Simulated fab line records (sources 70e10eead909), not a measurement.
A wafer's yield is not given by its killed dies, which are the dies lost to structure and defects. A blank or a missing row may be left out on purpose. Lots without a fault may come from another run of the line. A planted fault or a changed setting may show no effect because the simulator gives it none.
A struck lot beside a sound one || flow nandHarc || 41 steps out of a route of 1302
Sound: the wafers L192.2, L192.5, L192.6. Struck: wafer L212.1. (L212.2, L212.4 of the same lot were not struck and are left out.) The cause comes at the end.
For every step that has rows: the tool of each side, followed by ch and its chambers, followed by its first start. Under that, the readings that differ: sound wafers || struck wafers || difference of the means || sigmas: that difference in standard deviations of wafers without a fault.
alike: readings whose means differ by less than 2 such deviations, and words and numbers that are the same on both sides. not compared: withheld readings, readings that some wafer has no value for, bounds like >300 that may hide the same value, and numbers for which the record gives no deviation and whose values overlap.
A row with sigmas, a row that says differs or no value, or rows on one side alone: a step with any of these is where the two part. Non-overlapping numbers with no deviation appear without sigmas and do not part them. A reading that every wafer of one side lacks parts them only if that side has two wafers or more.

first, 3 steps without rows for these wafers: NHARC_P_M2_EXPOSE_06 (exposes mask P M2, target cd 170 nm); NHARC_P_M2_PEB_07 (peb time 65 s); NHARC_P_M2_DEVELOP_08 (develop time 35 s).
NHARC_P_M2_CD_MEAS_09: the cd target is 170 nm.
  sound on cdSem-02 ch 0, day 6 13:50; struck on cdSem-03 ch 0, day 15 13:00
  alike: cdNm
NHARC_P_M2_OVL_MEAS_10: pitch 340 nm.
  sound on overlay-01 at day 6 13:55; struck on overlay-01 at day 15 13:05
  alike: overlayXNm, overlayYNm
NHARC_P_M2_INSPECT_11:
  sound on defectInspect-01 at day 6 13:57; struck on defectInspect-02 at day 15 13:08
  alike: rawDefectCount
then, 3 steps without rows for these wafers: NHARC_P_M2_DESCUM_14 (chemistry O2, time 3 s); NHARC_P_M2_ETCH_35 (etches the open film in N2/H2, target depth 40 nm, overetch 12 nm, time 43.94 s); NHARC_P_M2_ETCH_15 (etches the open film in C4F8/Ar, target depth 182.5 nm, time 91.2 s).
NHARC_P_M2_CD_MEAS_16:
  sound on cdSem-02 at day 6 14:22; struck on cdSem-02 at day 15 13:30
{"reading": "cdNm (nm)", "sound": "169.5 169.9 170.5", "struck": 171.3, "difference": "+1.3", "sigmas": "+2"}
NHARC_P_M2_STRIP_18: strips in N2/H2.
  sound on rieDiel-07 ch 0,1,2, day 6 14:28; struck on rieDiel-02 ch 0, day 15 13:34
{"reading": "throttleValvePct (%)", "sound": "14.179 14.173 14.177", "struck": 14.158, "difference": -0.018, "sigmas": -2}
  alike: drypumpMotorCurrentA, oesProductAu, rfVppV, showerheadPlenumPTorr
  not compared: rfHoursCounterH
then, 1 step without rows for these wafers: NHARC_P_M2_ETCH_28 (etches the open film in CF4/N2, target depth 30 nm, time 72.99 s).
NHARC_P_M2_STRIP_19: strips in post etch residue remover, time 600 s.
  sound on wetBench-10 ch 0,1,6, day 6 14:53; struck on wetBench-10 ch 0,2,4, day 15 13:57
then, 1 step without rows for these wafers: NHARC_P_M2_DEGAS_29 (time 60 s).
NHARC_P_M2_PRE_CLEAN_30: time 30 s.
  sound on pvdSputter-01; struck on pvdSputter-02
  alike: heaterPowerW, susceptorTempC
then, 3 steps without rows for these wafers: NHARC_P_M2_PVD_20 (deposits TaN, target thk 5 nm, time 8.06 s); NHARC_P_M2_PVD_21 (deposits Cu, target thk 30 nm, time 20.49 s); NHARC_P_M2_ECD_22 (material Cu, target thk 400 nm).
NHARC_P_M2_ANNEAL_31: time 90 s.
  sound on rtpAnneal-01 ch 0, day 6 15:55; struck on rtpAnneal-02 ch 0, day 15 14:59
{"reading": "wafer_temp_C_max", "sound": "225.3 225.4 225.3", "struck": 226.2, "difference": "+0.9", "sigmas": "+3"}
NHARC_P_M2_CMP_23: polishes, t overpolish 20 s, target thk 144.3 nm.
  sound on cmp-01 ch 2,3, day 6 16:13; struck on cmp-01 ch 1, day 15 15:22
  alike: motorCurrentA, slurryFlowMlMin, timeToEndpointS
NHARC_P_M2_THK_MEAS_24: measures by xrf.
  sound on filmMetro-01 at day 6 16:31; struck on filmMetro-02 at day 15 15:38
  alike: thkNm
next, for these wafers, 1 step has no rows: NHARC_P_M2_SRD_25.
NHARC_P_M2_PRE_CLEAN_32: time 12 s.
  sound on pecvd-03 ch 0,1, day 6 16:46; struck on pecvd-01 ch 1, day 15 15:54
{"reading": "susceptorTempC (C)", "sound": "369.86 369.92 369.90", "struck": 370.48, "difference": "+0.59", "sigmas": "+3"}
  alike: heaterPowerOuterW, heaterPowerW
then, 3 steps without rows for these wafers: NHARC_P_M2_DEP_33 (deposits SiCN, target thk 30 nm); NHARC_P_BONDPAD_DEP_00 (deposits SiCN, target thk 250 nm); NHARC_P_BONDPAD_CMP_32 (polishes SiCN, target thk 200 nm).
NHARC_P_BONDPAD_THK_MEAS_33: measures by ellipsometry.
  sound on filmMetro-02 at day 6 17:54; struck on filmMetro-02 at day 15 17:02
  alike: thkNm
then, 10 steps without rows for these wafers: NHARC_P_BONDPAD_SRD_34; NHARC_P_BONDPAD_DEHYDRATE_01 (time 120 s); NHARC_P_BONDPAD_HMDS_02 (time 30 s); NHARC_P_BONDPAD_COAT_36 (time 65 s); NHARC_P_BONDPAD_COAT_03 (resist thk 600 nm); NHARC_P_BONDPAD_SOFTBAKE_04 (time 70 s); NHARC_P_BONDPAD_EBR_05; NHARC_P_BONDPAD_EXPOSE_06 (exposes mask P BPAD); NHARC_P_BONDPAD_PEB_07 (peb time 80 s); NHARC_P_BONDPAD_DEVELOP_08 (time 50 s).
NHARC_P_BONDPAD_CD_MEAS_09: the cd target is 500 nm.
  sound on cdSem-03 ch 0, day 6 18:28; struck on cdSem-01 ch 0, day 15 17:38
  alike: cdNm
NHARC_P_BONDPAD_OVL_MEAS_38:
  sound on overlay-01 at day 6 18:33; struck on overlay-01 at day 15 17:43
{"reading": "overlayYNm (nm)", "sound": "-20 -20 -20", "struck": 1, "difference": "+21", "sigmas": "+2"}
  alike: overlayXNm
then, 1 step without rows for these wafers: NHARC_P_BONDPAD_HARDBAKE_10 (time 65 s).
-- the record jumps here: 18 days lie between the struck wafers' starts before and after (it left off in module P_BONDPAD and takes up again in module END, whose first step shown is number 1302 of the route) --
NHARC_END_SORT_01:
  sound on prober-02 ch 0, day 24 23:53; struck on prober-02 ch 0, day 33 12:20
{"reading": "defectLimitedYield (%)", "sound": "94.2 91.9 95.0", "struck": 87.0, "difference": -6.7, "sigmas": -3}
{"reading": "killedAtPeriphery", "sound": "4 6 1", "struck": 49, "difference": "+45", "sigmas": "+14"}
{"reading": "killedDies", "sound": "39 55 34", "struck": 88, "difference": "+45", "sigmas": "+3"}
{"reading": "sort_bin_2_pct (%)", "sound": "2.4 2.4 1.9", "struck": 5.0, "difference": "+2.8", "sigmas": "+2"}
{"reading": "sort_bin_3_pct (%)", "sound": "0.3 0.4 0.4", "struck": 2.4, "difference": "+2.0", "sigmas": "+5"}
{"reading": "sortNPass", "sound": "638 622 643", "struck": 589, "difference": -45, "sigmas": -3}
{"reading": "sortYieldPct (%)", "sound": "94.2 91.9 95.0", "struck": 87.0, "difference": -6.7, "sigmas": -3}
  alike: killedAtArray, killedAtOther, killedOpen, killedShort, sort_bin_4_pct, sortRimYieldPct

WHERE THEY PART
At NHARC_P_M2_CD_MEAS_16 first; at NHARC_END_SORT_01 last (within this record only).

WHY: what had been put in by the simulator
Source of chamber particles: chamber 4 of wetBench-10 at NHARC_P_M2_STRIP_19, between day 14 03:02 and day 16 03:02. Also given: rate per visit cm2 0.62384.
